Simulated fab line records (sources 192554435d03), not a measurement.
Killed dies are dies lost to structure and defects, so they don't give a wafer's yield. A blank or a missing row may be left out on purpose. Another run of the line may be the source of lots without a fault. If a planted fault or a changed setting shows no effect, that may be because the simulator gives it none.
fab line records    flow n5-finfet
[record] lots = 24  wafers = 72  last-day = 17
route steps=1938 shown BEOL_M10@1535 BEOL_M11@1539
lots untouched by any fault: they come from a run of this same line in which no faults occurred
start-h: hours from the record's first day to the start of the lot's first wafer shown    wait-h: time in hours since the lot's previous step    " identical to the entry in the row above    L1.1+2: a row that stands for several wafers    - value missing, or start not given    * or withheld: withheld    < > ~ a bound
route shown NAME@n: a module of which the file shows steps, and the number in the route of the first    usual: average and standard deviation across the fault-free wafers    same: alike in all rows    chamber/n: place in a boat    sites: each site's reading    _std_site: the values' standard deviation    _edge_site: outer sites' mean less inner sites'    radius-mm: how far each site lies from the wafer's centre    mask NAME#n: copy n    behind: tool/chamber where the wafer was last shaped    hold: why the lot went on hold/how many hours it stayed there/how the hold came to an end    device: which transistor (n, p or np) failed to switch    end of line: at the end of the route, the tests of the same wafers    step lacking rows: just its recipe    killed: count of dies lost to structure and defects at first sort (not the wafer's yield)    map: the dies of a wafer, with x for killed, . for not killed, _ for no die there
set.NAME: the run value of the setting; set.NAME@STEP: its run value at that earlier step    model.NAME: the simulator's own value behind a step, which no gauge read
a sample of lots followed through the steps of the route, with each step as a table and each wafer as a row
services: the hour from which a tool's chamber was out of use, counted from the record's first day as start-h (under 0 if before that day), plus the number of hours and why
[[steps]]
[step N5_BEOL_M10_INSPECT_58]
[recipe] inspect-instrument = darkfield  mode = post-dep
[usual] raw-defect-count = 70/23
lot.wafer  tool               chamber  start-h  wait-h  raw-defect-count
L075.3     defect-inspect-02  -        214.39   0.0     82
L075.4     "                  -        "        "       126
L075.6     "                  -        "        "       56
L074.3     defect-inspect-02  -        214.65   0.0     184
L074.5     "                  -        "        "       94
L074.6     "                  -        "        "       73
L076.3     defect-inspect-02  -        230.09   0.0     62
L076.4     "                  -        "        "       61
L076.6     "                  -        "        "       54
L077.2     defect-inspect-01  -        238.42   0.0     71
L077.5     "                  -        "        "       68
L077.6     "                  -        "        "       93
L078.1     defect-inspect-02  -        242.89   0.0     73
L078.3     "                  -        "        "       71
L078.6     "                  -        "        "       63
L080.1     defect-inspect-02  -        251.14   0.0     72
L080.2     "                  -        "        "       49
L080.4     "                  -        "        "       52
L079.1     defect-inspect-01  -        251.79   0.0     61
L079.3     "                  -        "        "       61
L079.5     "                  -        "        "       41
L082.1     defect-inspect-02  -        257.56   0.0     37
L082.2     "                  -        "        "       50
L082.3     "                  -        "        "       49
L081.2     defect-inspect-01  -        258.84   0.0     48
L081.5     "                  -        "        "       103
L081.6     "                  -        "        "       72
L083.3     defect-inspect-02  -        274.33   0.0     57
L083.4     "                  -        "        "       80
L083.5     "                  -        "        "       93
L084.3     defect-inspect-01  -        281.40   0.0     44
L084.4     "                  -        "        "       70
L084.6     "                  -        "        "       63
L086.2     defect-inspect-01  -        283.67   0.0     78
L086.3     "                  -        "        "       101
L086.5     "                  -        "        "       120
L085.2     defect-inspect-01  -        287.18   0.0     64
L085.4     "                  -        "        "       52
L085.5     "                  -        "        "       55
L087.3     defect-inspect-01  -        294.27   0.0     42
L087.4     "                  -        "        "       63
L087.5     "                  -        "        "       53
L088.1     defect-inspect-01  -        309.02   0.0     40
L088.3     "                  -        "        "       51
L088.5     "                  -        "        "       43
L090.2     defect-inspect-01  -        312.01   0.0     44
L090.5     "                  -        "        "       49
L090.6     "                  -        "        "       51
L089.1     defect-inspect-01  -        313.46   0.0     98
L089.5     "                  -        "        "       115
L089.6     "                  -        "        "       64
L091.1     defect-inspect-01  -        327.49   0.0     104
L091.2     "                  -        "        "       83
L091.6     "                  -        "        "       108
L092.1     defect-inspect-01  -        329.16   0.0     82
L092.3     "                  -        "        "       103
L092.4     "                  -        "        "       84
L093.2     defect-inspect-02  -        332.14   0.0     46
L093.4     "                  -        "        "       48
L093.5     "                  -        "        "       33
L094.1     defect-inspect-01  -        335.64   0.0     73
L094.2     "                  -        "        "       97
L094.3     "                  -        "        "       90
L095.2     defect-inspect-02  -        344.00   0.0     82
L095.3     "                  -        "        "       52
L095.5     "                  -        "        "       46
L096.2     defect-inspect-02  -        350.63   0.0     57
L096.4     "                  -        "        "       91
L096.5     "                  -        "        "       79
L097.1     defect-inspect-02  -        351.81   0.0     86
L097.3     "                  -        "        "       74
L097.5     "                  -        "        "       87
[step N5_BEOL_M11_PECVD_70]
[recipe] material = SiO2  target-thk-a = 200  temp-c = 400  precursor = TEOS/O2  pressure-torr = 5.5  rf-w = 450  teos-flow-sccm = 53.8  gas = O2  flow-sccm = 3000  time-s = 22.7
[usual] heater-power-w = 771/98  showerhead-plenum-p-Torr = 8.75/0.035  throttle-valve-pct = 22.4/1.7
lot.wafer  tool      chamber  start-h  wait-h  heater-power-w  showerhead-plenum-p-Torr  throttle-valve-pct
L075.3     pecvd-01  1        215.07   0.1     776             8.72                      25.6
L075.4     "         0        "        "       679             8.72                      20.5
L075.6     "         1        "        "       789             8.75                      25.5
L074.3     pecvd-02  0        215.31   0.0     697             8.74                      22.2
L074.5     "         0        "        "       684             8.74                      22.2
L074.6     "         1        "        "       675             8.80                      23.4
L076.3     pecvd-02  0        230.78   0.0     722             8.72                      22.4
L076.4     "         1        "        "       729             8.79                      23.2
L076.6     "         2        "        "       585             8.72                      20.5
L077.2     pecvd-04  1        239.08   0.0     923             8.74                      23.3
L077.5     "         0        "        "       701             8.70                      23.4
L077.6     "         2        "        "       854             8.81                      21.5
L078.1     pecvd-04  1        243.55   0.0     831             8.74                      23.6
L078.3     "         2        "        "       814             8.79                      21.6
L078.6     "         1        "        "       846             8.75                      23.3
L080.1     pecvd-02  0        251.81   0.0     717             8.72                      22.2
L080.2     "         1        "        "       702             8.80                      23.1
L080.4     "         1        "        "       692             8.77                      23.5
L079.1     pecvd-01  2        252.45   0.0     740             8.82                      19.8
L079.3     "         1        "        "       685             8.72                      25.6
L079.5     "         1        "        "       666             8.73                      25.5
L082.1     pecvd-04  2        258.23   0.0     868             8.80                      21.5
L082.2     "         1        "        "       964             8.74                      23.4
L082.3     "         0        "        "       637             8.72                      23.5
L081.2     pecvd-01  0        259.50   0.0     801             8.72                      20.4
L081.5     "         1        "        "       742             8.73                      25.5
L081.6     "         2        "        "       714             8.81                      19.7
L083.3     pecvd-01  2        274.99   0.0     806             8.80                      19.6
L083.4     "         0        "        "       804             8.74                      20.4
L083.5     "         1        "        "       802             8.71                      25.7
L084.3     pecvd-02  0        282.06   0.0     760             8.75                      22.3
L084.4     "         2        "        "       568             8.71                      20.7
L084.6     "         1        "        "       687             8.79                      23.1
L086.2     pecvd-01  0        284.33   0.0     810             8.71                      20.8
L086.3     "         1        "        "       699             8.72                      25.4
L086.5     "         1        "        "       683             8.74                      25.5
L085.2     pecvd-02  2        287.85   0.0     648             8.73                      21.0
L085.4     "         0        "        "       692             8.74                      22.1
L085.5     "         1        "        "       732             8.79                      23.1
L087.3     pecvd-04  1        294.94   0.0     949             8.77                      23.5
L087.4     "         1        "        "       944             8.75                      23.2
L087.5     "         2        "        "       966             8.80                      21.6
L088.1     pecvd-02  1        309.68   0.0     680             8.78                      23.3
L088.3     "         2        "        "       621             8.75                      20.8
L088.5     "         0        "        "       763             8.74                      22.2
L090.2     pecvd-04  2        312.67   0.0     904             8.78                      21.5
L090.5     "         2        "        "       869             8.80                      21.8
L090.6     "         1        "        "       963             8.75                      23.4
L089.1     pecvd-04  0        314.13   0.0     694             8.71                      23.2
L089.5     "         0        "        "       684             8.72                      23.5
L089.6     "         2        "        "       830             8.82                      21.7
L091.1     pecvd-04  1        328.18   0.0     969             8.78                      23.5
L091.2     "         2        "        "       905             8.78                      21.7
L091.6     "         1        "        "       950             8.77                      23.5
L092.1     pecvd-04  1        329.82   0.0     857             8.76                      23.3
L092.3     "         0        "        "       752             8.73                      23.6
L092.4     "         1        "        "       880             8.78                      23.0
L093.2     pecvd-04  0        333.29   0.0     660             8.71                      23.5
L093.4     "         1        "        "       880             8.76                      23.4
L093.5     "         0        "        "       667             8.72                      23.4
L094.1     pecvd-04  2        336.35   0.0     893             8.79                      21.6
L094.2     "         1        "        "       995             8.73                      23.1
L094.3     "         0        "        "       629             8.74                      23.4
L095.2     pecvd-01  2        344.67   0.0     812             8.82                      20.0
L095.3     "         0        "        "       822             8.69                      20.5
L095.5     "         0        "        "       801             8.75                      20.6
L096.2     pecvd-01  0        351.29   0.0     817             8.75                      20.7
L096.4     "         0        "        "       792             8.73                      20.7
L096.5     "         2        "        "       815             8.80                      19.7
L097.1     pecvd-04  1        352.48   0.0     836             8.76                      23.3
L097.3     "         2        "        "       863             8.79                      21.5
L097.5     "         1        "        "       841             8.76                      23.6
[step N5_BEOL_M11_STRIP_67]
[recipe] chemistry = CF4  resist = SiARC  power-w = 300  bias-power-w = 75  pressure-mtorr = 50  cf4-flow-sccm = 150  rf-frequency-hz = 6e+07
[usual] chamber-pressure-mTorr = 49.99/0.044  drypump-motor-current-A = 5.6/0.37  oes-product-au = 0.75/0.081  rf-vpp-V = 271.1/1.5  showerhead-plenum-p-Torr = 1.79/0.054  throttle-valve-pct = 13.74/0.22
lot.wafer  tool         chamber  start-h  wait-h  chamber-pressure-mTorr  drypump-motor-current-A  oes-product-au  rf-hours-counter-h  rf-vpp-V  showerhead-plenum-p-Torr  throttle-valve-pct
L075.3     rie-diel-04  3        218.84   0.0     50.07                   5.9                      0.70            230                 269.3     1.78                      14.14
L075.4     "            2        "        "       49.99                   5.8                      0.72            195                 273.7     1.84                      13.36
L075.6     "            0        "        "       50.01                   4.7                      0.68            -                   268.3     1.69                      13.72
L074.3     rie-diel-03  1        219.09   0.0     49.97                   5.8                      0.74            193                 270.0     1.79                      13.75
L074.5     "            2        "        "       49.99                   5.5                      0.74            -                   269.2     1.73                      13.91
L074.6     "            3        "        "       49.99                   5.2                      0.74            -                   274.1     1.85                      13.88
L076.3     rie-diel-04  2        233.34   0.0     49.97                   5.7                      0.70            200                 271.8     1.84                      13.36
L076.4     "            3        "        "       50.07                   5.9                      0.70            235                 271.0     1.78                      14.16
L076.6     "            1        "        "       49.97                   6.1                      0.93            -                   271.6     1.77                      13.35
L077.2     rie-diel-03  3        240.57   0.0     49.89                   5.3                      0.74            201                 272.6     1.85                      13.91
L077.5     "            3        "        "       50.02                   5.3                      0.73            -                   271.1     1.85                      13.90
L077.6     "            0        "        "       49.92                   5.7                      0.72            -                   271.6     1.85                      13.83
L078.1     rie-diel-01  0        246.09   0.0     50.01                   5.3                      0.94            13                  271.9     1.84                      13.58
L078.3     "            1        "        "       49.93                   6.0                      0.86            51                  272.7     1.82                      13.21
L078.6     "            0        "        "       49.98                   5.2                      0.93            -                   271.2     1.84                      13.55
L080.1     rie-diel-03  2        254.12   0.0     50.00                   5.5                      0.73            192                 271.1     1.72                      13.93
L080.2     "            3        "        "       50.00                   5.2                      0.73            203                 272.7     1.85                      13.90
L080.4     "            1        "        "       49.98                   5.7                      0.73            205                 271.2     1.78                      13.79
L079.1     rie-diel-03  0        254.37   0.0     50.02                   5.7                      0.71            169                 273.1     1.85                      13.86
L079.3     "            2        "        "       49.99                   5.5                      0.73            192                 268.5     1.73                      13.95
L079.5     "            0        "        "       49.99                   5.7                      0.71            -                   273.8     1.85                      13.86
L082.1     rie-diel-01  2        259.00   0.0     50.02                   6.3                      0.72            190                 270.7     1.78                      13.76
L082.2     "            0        "        "       50.06                   5.3                      0.92            17                  271.7     1.84                      13.56
L082.3     "            1        "        "       50.00                   6.0                      0.85            55                  270.3     1.82                      13.22
L081.2     rie-diel-04  2        261.14   0.0     50.08                   5.8                      0.71            210                 272.5     1.84                      13.41
L081.5     "            3        "        "       49.98                   6.0                      0.70            -                   269.4     1.78                      14.18
L081.6     "            2        "        "       49.97                   5.7                      0.70            -                   272.0     1.84                      13.40
L083.3     rie-diel-03  0        276.73   0.0     49.99                   5.7                      0.71            176                 273.7     1.85                      13.86
L083.4     "            3        "        "       50.01                   5.2                      0.72            210                 272.3     1.85                      13.93
L083.5     "            3        "        "       50.02                   5.2                      0.73            -                   272.0     1.85                      13.93
L084.3     rie-diel-03  0        283.75   0.0     49.87                   5.6                      0.71            178                 273.2     1.85                      13.88
L084.4     "            2        "        "       49.99                   5.5                      0.72            200                 269.2     1.72                      13.94
L084.6     "            0        "        "       49.98                   5.7                      0.71            -                   273.8     1.85                      13.86
L086.2     rie-diel-03  1        285.76   0.0     50.03                   5.8                      0.72            214                 269.7     1.78                      13.82
L086.3     "            3        "        "       50.02                   5.3                      0.72            213                 270.8     1.85                      13.93
L086.5     "            3        "        "       49.96                   5.2                      0.73            -                   271.5     1.85                      13.93
L085.2     rie-diel-03  0        290.00   0.0     49.97                   5.6                      0.71            180                 272.5     1.85                      13.88
L085.4     "            1        "        "       49.99                   5.7                      0.72            216                 270.8     1.78                      13.80
L085.5     "            1        "        "       50.04                   5.8                      0.71            -                   272.2     1.78                      13.80
L087.3     rie-diel-03  3        296.47   0.0     50.01                   5.2                      0.72            216                 273.6     1.85                      13.95
L087.4     "            0        "        "       50.02                   5.7                      0.70            182                 273.8     1.85                      13.87
L087.5     "            1        "        "       49.95                   5.8                      0.72            -                   271.0     1.78                      13.79
L088.1     rie-diel-03  0        312.41   0.0     49.99                   5.7                      0.70            188                 272.6     1.84                      13.90
L088.3     "            1        "        "       50.04                   5.7                      0.71            224                 269.6     1.78                      13.82
L088.5     "            3        "        "       50.05                   5.2                      0.71            -                   272.1     1.85                      13.96
L090.2     rie-diel-04  3        315.96   0.0     50.00                   5.9                      0.98            3                   270.9     1.78                      13.62
L090.5     "            1        "        "       50.06                   6.1                      0.88            -                   269.9     1.76                      13.42
L090.6     "            2        "        "       50.03                   5.7                      0.69            -                   270.6     1.83                      13.43
L089.1     rie-diel-04  1        316.49   0.0     49.99                   6.1                      0.87            44                  270.3     1.76                      13.43
L089.5     "            0        "        "       50.03                   4.7                      0.67            -                   267.9     1.68                      13.78
L089.6     "            1        "        "       50.01                   6.1                      0.88            -                   270.1     1.76                      13.40
L091.1     rie-diel-01  1        329.20   0.0     49.95                   6.0                      0.82            78                  271.8     1.81                      13.29
L091.2     "            2        "        "       49.98                   6.2                      0.70            215                 271.9     1.77                      13.81
L091.6     "            1        "        "       49.94                   6.0                      0.82            -                   271.2     1.81                      13.28
L092.1     rie-diel-03  1        331.28   0.0     49.93                   5.7                      0.71            230                 271.4     1.78                      13.84
L092.3     "            2        "        "       50.01                   5.5                      0.71            212                 270.3     1.72                      13.97
L092.4     "            0        "        "       49.94                   5.7                      0.70            -                   274.1     1.84                      13.90
L093.2     rie-diel-04  2        334.19   0.0     49.95                   5.8                      0.70            233                 272.6     1.83                      13.47
L093.4     "            0        "        "       49.93                   4.7                      0.66            248                 267.5     1.68                      13.80
L093.5     "            2        "        "       50.00                   5.7                      0.69            -                   272.6     1.83                      13.45
L094.1     rie-diel-04  3        338.86   0.0     50.01                   5.9                      0.95            10                  270.9     1.78                      13.64
L094.2     "            1        "        "       49.97                   6.1                      0.86            51                  270.0     1.76                      13.43
L094.3     "            2        "        "       50.00                   5.7                      0.69            235                 272.5     1.83                      13.46
L095.2     rie-diel-03  0        346.64   0.0     49.97                   5.6                      0.70            201                 272.9     1.84                      13.93
L095.3     "            1        "        "       50.01                   5.8                      0.71            236                 270.7     1.78                      13.87
L095.5     "            1        "        "       50.01                   5.8                      0.71            -                   270.9     1.78                      13.84
L096.2     rie-diel-01  3        352.82   0.0     50.00                   5.8                      0.69            232                 269.1     1.71                      13.74
L096.4     "            1        "        "       49.90                   6.0                      0.81            86                  271.7     1.81                      13.30
L096.5     "            0        "        "       50.02                   5.3                      0.87            -                   270.9     1.83                      13.61
L097.1     rie-diel-01  3        355.15   0.0     49.98                   5.8                      0.69            233                 269.1     1.71                      13.76
L097.3     "            2        "        "       49.95                   6.3                      0.70            224                 270.4     1.77                      13.82
L097.5     "            3        "        "       50.01                   5.8                      0.70            -                   269.0     1.71                      13.73
[step N5_BEOL_M11_HM_OPEN_17]
[recipe] chemistry = Cl2/BCl3  target-depth-a = 200  overetch-a = 60  target = TiN  mask-material = SOC  ion-energy-ev = 150  pressure-mtorr = 10  icp-w = 1000  bias-w = 126  Cl2_flow_sccm = 53.25  bcl3-flow-sccm = 21.75  Ar_flow_sccm = 25
[usual] chamber-pressure-mTorr = 10.000/0.011  drypump-motor-current-A = 5.9/0.42  oes-product-au = 0.67/0.031  throttle-valve-pct = 22.13/0.17
lot.wafer  tool          chamber  start-h  wait-h  chamber-pressure-mTorr  drypump-motor-current-A  oes-product-au  rf-hours-counter-h  throttle-valve-pct
L075.3     rie-metal-02  0        218.91   0.1     9.995                   6.4                      0.66            -                   21.90
L075.4     "             1        "        "       10.000                  5.2                      0.71            -                   22.12
L075.6     "             0        "        "       9.996                   6.4                      0.67            -                   21.89
L074.3     rie-metal-02  0        219.16   0.1     10.007                  6.3                      0.65            -                   21.91
L074.5     "             1        "        "       9.999                   5.2                      0.71            -                   22.11
L074.6     "             0        "        "       10.013                  6.4                      0.65            -                   21.92
L076.3     rie-metal-02  0        233.42   0.1     10.004                  6.4                      0.65            -                   21.89
L076.4     "             1        "        "       10.011                  5.2                      0.69            -                   22.15
L076.6     "             0        "        "       10.045                  6.3                      0.66            -                   21.90
L077.2     rie-metal-03  1        240.61   0.0     9.994                   6.1                      0.75            8                   22.51
L077.5     "             0        "        "       10.007                  6.5                      0.69            -                   22.08
L077.6     "             1        "        "       9.995                   6.2                      0.76            -                   22.50
L078.1     rie-metal-02  0        246.13   0.0     9.999                   6.3                      0.64            47                  21.90
L078.3     "             0        "        "       9.994                   6.4                      0.65            -                   21.92
L078.6     "             1        "        "       9.993                   5.2                      0.71            -                   22.12
L080.1     rie-metal-01  1        254.16   0.0     10.008                  5.8                      0.65            41                  22.13
L080.2     "             0        "        "       9.988                   5.8                      0.66            49                  22.07
L080.4     "             1        "        "       9.992                   5.8                      0.66            -                   22.15
L079.1     rie-metal-01  1        254.42   0.0     9.999                   5.8                      0.67            41                  22.13
L079.3     "             1        "        "       9.982                   5.8                      0.64            -                   22.15
L079.5     "             1        "        "       10.009                  5.8                      0.65            -                   22.14
L082.1     rie-metal-02  1        259.05   0.0     9.980                   5.2                      0.69            34                  22.12
L082.2     "             0        "        "       10.012                  6.4                      0.65            49                  21.90
L082.3     "             1        "        "       9.990                   5.2                      0.70            -                   22.14
L081.2     rie-metal-01  0        261.18   0.0     10.009                  5.8                      0.65            50                  22.10
L081.5     "             0        "        "       9.986                   5.8                      0.66            -                   22.10
L081.6     "             1        "        "       10.001                  5.8                      0.66            -                   22.14
L083.3     rie-metal-02  0        276.80   0.1     10.000                  6.4                      0.63            -                   21.93
L083.4     "             1        "        "       10.001                  5.2                      0.69            -                   22.16
L083.5     "             0        "        "       10.002                  6.4                      0.63            -                   21.93
L084.3     rie-metal-03  0        283.82   0.1     9.986                   6.5                      0.69            -                   22.06
L084.4     "             1        "        "       10.015                  6.1                      0.74            -                   22.51
L084.6     "             0        "        "       9.985                   6.5                      0.70            -                   22.07
L086.2     rie-metal-01  1        285.81   0.0     10.016                  5.8                      0.64            44                  22.15
L086.3     "             0        "        "       9.997                   5.8                      0.66            -                   22.08
L086.5     "             0        "        "       10.007                  5.8                      0.65            -                   22.10
L085.2     rie-metal-01  1        290.04   0.0     10.005                  5.8                      0.65            44                  22.16
L085.4     "             0        "        "       9.995                   5.8                      0.66            -                   22.07
L085.5     "             0        "        "       10.010                  5.8                      0.65            -                   22.10
L087.3     rie-metal-03  0        296.54   0.1     10.004                  6.5                      0.68            -                   22.09
L087.4     "             1        "        "       9.990                   6.1                      0.74            -                   22.50
L087.5     "             1        "        "       9.994                   6.2                      0.73            -                   22.52
L088.1     rie-metal-02  0        312.45   0.0     10.009                  6.4                      0.63            52                  21.93
L088.3     "             0        "        "       10.006                  6.4                      0.63            -                   21.92
L088.5     "             0        "        "       10.013                  6.4                      0.64            -                   21.93
L090.2     rie-metal-01  1        316.00   0.0     9.989                   5.8                      0.65            46                  22.15
L090.5     "             0        "        "       9.989                   5.8                      0.66            -                   22.08
L090.6     "             1        "        "       9.991                   5.8                      0.65            -                   22.15
L089.1     rie-metal-03  0        316.53   0.0     9.993                   6.5                      0.67            35                  22.08
L089.5     "             0        "        "       10.005                  6.5                      0.67            -                   22.08
L089.6     "             1        "        "       10.004                  6.2                      0.71            -                   22.53
L091.1     rie-metal-03  1        329.24   0.0     9.997                   6.2                      0.72            17                  22.54
L091.2     "             0        "        "       10.003                  6.5                      0.67            36                  22.10
L091.6     "             1        "        "       10.007                  6.2                      0.71            -                   22.53
L092.1     rie-metal-01  1        331.32   0.0     9.987                   5.8                      0.64            48                  22.17
L092.3     "             0        "        "       10.013                  5.8                      0.64            -                   22.12
L092.4     "             1        "        "       9.998                   5.8                      0.64            -                   22.16
L093.2     rie-metal-02  0        334.23   0.0     9.999                   6.4                      0.64            55                  21.92
L093.4     "             1        "        "       10.003                  5.2                      0.68            -                   22.16
L093.5     "             1        "        "       9.989                   5.2                      0.68            -                   22.15
L094.1     rie-metal-01  1        338.90   0.0     10.010                  5.8                      0.64            48                  22.15
L094.2     "             0        "        "       10.011                  5.8                      0.64            56                  22.11
L094.3     "             0        "        "       10.004                  5.8                      0.64            -                   22.10
L095.2     rie-metal-03  1        346.68   0.0     10.006                  6.1                      0.71            19                  22.53
L095.3     "             0        "        "       9.996                   6.5                      0.67            -                   22.09
L095.5     "             1        "        "       10.008                  6.1                      0.71            -                   22.54
L096.2     rie-metal-01  1        352.86   0.0     9.993                   5.8                      0.63            50                  22.18
L096.4     "             1        "        "       10.001                  5.8                      0.63            -                   22.17
L096.5     "             0        "        "       10.000                  5.8                      0.64            -                   22.12
L097.1     rie-metal-02  0        355.19   0.0     10.013                  6.4                      0.63            56                  21.94
L097.3     "             0        "        "       10.019                  6.4                      0.62            -                   21.95
L097.5     "             0        "        "       9.997                   6.4                      0.63            -                   21.94
[step N5_BEOL_M11_INSPECT_30]
[recipe] mode = adi  inspect-instrument = brightfield
[usual] raw-defect-count = 424/98
lot.wafer  tool               chamber  start-h  wait-h  raw-defect-count
L075.3     defect-inspect-02  -        219.52   0.0     467
L075.4     "                  -        "        "       538
L075.6     "                  -        "        "       452
L074.3     defect-inspect-01  -        219.78   0.0     682
L074.5     "                  -        "        "       494
L074.6     "                  -        "        "       555
L076.3     defect-inspect-02  -        235.22   0.0     476
L076.4     "                  -        "        "       346
L076.6     "                  -        "        "       309
L077.2     defect-inspect-02  -        241.55   0.0     565
L077.5     "                  -        "        "       534
L077.6     "                  -        "        "       583
L078.1     defect-inspect-01  -        248.15   0.0     463
L078.3     "                  -        "        "       349
L078.6     "                  -        "        "       299
L079.1     defect-inspect-01  -        255.85   0.0     368
L079.3     "                  -        "        "       340
L079.5     "                  -        "        "       263
L080.1     defect-inspect-01  -        255.92   0.0     307
L080.2     "                  -        "        "       453
L080.4     "                  -        "        "       432
L082.1     defect-inspect-02  -        259.57   0.0     222
L082.2     "                  -        "        "       424
L082.3     "                  -        "        "       481
L081.2     defect-inspect-01  -        262.50   0.0     349
L081.5     "                  -        "        "       474
L081.6     "                  -        "        "       374
L083.3     defect-inspect-02  -        277.61   0.0     436
L083.4     "                  -        "        "       361
L083.5     "                  -        "        "       423
L084.3     defect-inspect-01  -        284.50   0.0     302
L084.4     "                  -        "        "       380
L084.6     "                  -        "        "       430
L086.2     defect-inspect-01  -        287.39   0.0     453
L086.3     "                  -        "        "       554
L086.5     "                  -        "        "       557
L085.2     defect-inspect-01  -        291.27   0.0     467
L085.4     "                  -        "        "       466
L085.5     "                  -        "        "       404
L087.3     defect-inspect-02  -        299.03   0.0     273
L087.4     "                  -        "        "       243
L087.5     "                  -        "        "       220
L088.1     defect-inspect-02  -        313.90   0.0     356
L088.3     "                  -        "        "       362
L088.5     "                  -        "        "       408
L090.2     defect-inspect-02  -        316.65   0.0     382
L090.5     "                  -        "        "       576
L090.6     "                  -        "        "       547
L089.1     defect-inspect-01  -        317.13   0.0     332
L089.5     "                  -        "        "       567
L089.6     "                  -        "        "       464
L091.1     defect-inspect-01  -        329.93   0.0     469
L091.2     "                  -        "        "       374
L091.6     "                  -        "        "       454
L092.1     defect-inspect-01  -        332.62   0.0     419
L092.3     "                  -        "        "       386
L092.4     "                  -        "        "       401
L093.2     defect-inspect-01  -        334.79   0.0     369
L093.4     "                  -        "        "       497
L093.5     "                  -        "        "       467
L094.1     defect-inspect-02  -        341.74   0.0     541
L094.2     "                  -        "        "       596
L094.3     "                  -        "        "       395
L095.2     defect-inspect-02  -        348.22   0.0     439
L095.3     "                  -        "        "       361
L095.5     "                  -        "        "       407
L096.2     defect-inspect-02  -        354.21   0.0     362
L096.4     "                  -        "        "       406
L096.5     "                  -        "        "       377
L097.1     defect-inspect-02  -        362.69   0.0     394
L097.3     "                  -        "        "       280
L097.5     "                  -        "        "       451
[step N5_BEOL_M11_OCD_MEAS_38]
[usual] trench-depth-nm = 147/3.5
lot.wafer  tool    chamber  start-h  wait-h  trench-depth-nm
L075.3     ocd-01  -        220.05   -       147
L075.4     "       -        "        "       145
L075.6     "       -        "        "       145
L074.3     ocd-01  -        220.32   -       154
L074.5     "       -        "        "       154
L074.6     "       -        "        "       144
L076.3     ocd-02  -        236.03   -       148
L076.4     "       -        "        "       146
L076.6     "       -        "        "       147
L077.2     ocd-02  -        242.19   -       151
L077.5     "       -        "        "       150
L077.6     "       -        "        "       145
L078.1     ocd-02  -        248.69   -       145
L078.3     "       -        "        "       151
L078.6     "       -        "        "       146
L079.1     ocd-01  -        256.38   -       150
L079.3     "       -        "        "       153
L079.5     "       -        "        "       147
L080.1     ocd-01  -        256.96   -       153
L080.2     "       -        "        "       148
L080.4     "       -        "        "       149
L082.1     ocd-02  -        260.37   -       155
L082.2     "       -        "        "       144
L082.3     "       -        "        "       143
L081.2     ocd-02  -        263.02   -       143
L081.5     "       -        "        "       149
L081.6     "       -        "        "       155
L083.3     ocd-02  -        278.14   -       148
L083.4     "       -        "        "       154
L083.5     "       -        "        "       144
L084.3     ocd-02  -        285.13   -       145
L084.4     "       -        "        "       144
L084.6     "       -        "        "       145
L086.2     ocd-01  -        288.22   -       146
L086.3     "       -        "        "       146
L086.5     "       -        "        "       147
L085.2     ocd-02  -        291.80   -       145
L085.4     "       -        "        "       146
L085.5     "       -        "        "       143
L087.3     ocd-02  -        299.91   -       146
L087.4     "       -        "        "       148
L087.5     "       -        "        "       146
L088.1     ocd-01  -        314.43   -       148
L088.3     "       -        "        "       148
L088.5     "       -        "        "       147
L090.2     ocd-01  -        317.38   -       147
L090.5     "       -        "        "       152
L090.6     "       -        "        "       146
L089.1     ocd-02  -        318.19   -       147
L089.5     "       -        "        "       144
L089.6     "       -        "        "       147
L091.1     ocd-01  -        330.46   -       141
L091.2     "       -        "        "       147
L091.6     "       -        "        "       146
L092.1     ocd-02  -        333.44   -       146
L092.3     "       -        "        "       146
L092.4     "       -        "        "       145
L093.2     ocd-01  -        335.54   -       141
L093.4     "       -        "        "       147
L093.5     "       -        "        "       142
L094.1     ocd-02  -        342.41   -       145
L094.2     "       -        "        "       144
L094.3     "       -        "        "       142
L095.2     ocd-01  -        348.75   -       143
L095.3     "       -        "        "       146
L095.5     "       -        "        "       147
L096.2     ocd-02  -        354.74   -       152
L096.4     "       -        "        "       146
L096.5     "       -        "        "       151
L097.1     ocd-02  -        363.22   -       153
L097.3     "       -        "        "       147
L097.5     "       -        "        "       147
[[services]]
tool          chamber  start-h  hours  kind
pecvd-02      0        192.85   6.5    repair
pecvd-01      -        195.58   6.0    pm
pecvd-01      2        202.38   -      clean
rie-diel-01   1        203.57   15.6   repair
pecvd-04      -        218.53   6.0    pm
pecvd-02      0        238.79   12.3   repair
rie-diel-04   0        241.77   2.9    repair
rie-diel-03   3        243.02   4.6    repair
rie-metal-03  -        249.95   2.8    pm
pecvd-04      0        259.29   2.1    scheduled-down
rie-diel-04   3        266.66   7.7    repair
pecvd-04      0        272.73   8.0    repair
pecvd-01      0        276.77   4.4    repair
pecvd-04      -        286.91   2.5    repair
rie-metal-02  -        293.03   1.4    pm
pecvd-04      2        305.03   5.5    scheduled-down
rie-diel-03   2        305.25   9.0    repair
rie-diel-01   3        312.30   7.9    repair
rie-diel-01   0        314.42   5.3    repair
rie-diel-01   0        332.02   2.5    repair
rie-diel-04   0        340.23   7.5    repair
rie-diel-04   2        341.48   8.4    repair
pecvd-02      0        342.26   4.8    repair
rie-diel-03   -        354.71   1.2    repair
[[key]]
fault none
